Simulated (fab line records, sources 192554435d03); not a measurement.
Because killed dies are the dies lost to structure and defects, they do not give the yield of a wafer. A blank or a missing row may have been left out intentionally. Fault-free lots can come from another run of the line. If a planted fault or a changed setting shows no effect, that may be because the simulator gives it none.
Chamber matching	flow n5_finfet	pecvd-04 running N5_BEOL_M0_DEP_125: 3 sister chambers
The step deposits SiCN from 3MS/NH3, target thk 8 nm, time 14 s. 3 wafers are shown with their chamber, then 9 later ones without.

## WAFERS WITH THEIR CHAMBER
wafer	chamber	throttle_valve_pct (%)
L091.1	1	9.3
L091.3	2	8.6
L091.5	0	8.9

## WAFERS MISSING THEIR CHAMBER
wafer	throttle_valve_pct (%)
L094.2	8.3
L094.4	8.5
L094.6	8.9
L096.1	9.3
L096.5	9.0
L096.6	8.6
L097.2	9.1
L097.5	8.9
L097.6	9.3

## THE CHAMBER EACH PASSED THROUGH
wafer	from the rows above	in truth
L094.2	2	2
L094.4	2	2
L094.6	0	0
L096.1	1	1
L096.5	can't be placed: 0 or 1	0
L096.6	2	2
L097.2	can't be placed: 0 or 1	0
L097.5	0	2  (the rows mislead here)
L097.6	1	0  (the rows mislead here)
5 of 9 placed correctly. Can't be placed from these rows: 2 (the true chamber is among the candidates in 2). 2 placed wrongly.
How it was worked out, from the rows above alone: a wafer's distance from a chamber is the root of the sum, over the readings, of the square of ((its reading less the chamber's mean) divided by the reading's scatter). If the next closest chamber is less than 2 further off than the closest, the wafer can't be placed; otherwise it belongs to the closest. The mean given for a chamber averages the wafers shown for that chamber. The scatter: root of mean squared gap, hidden wafer to nearest shown wafer, with one shown wafer a chamber.
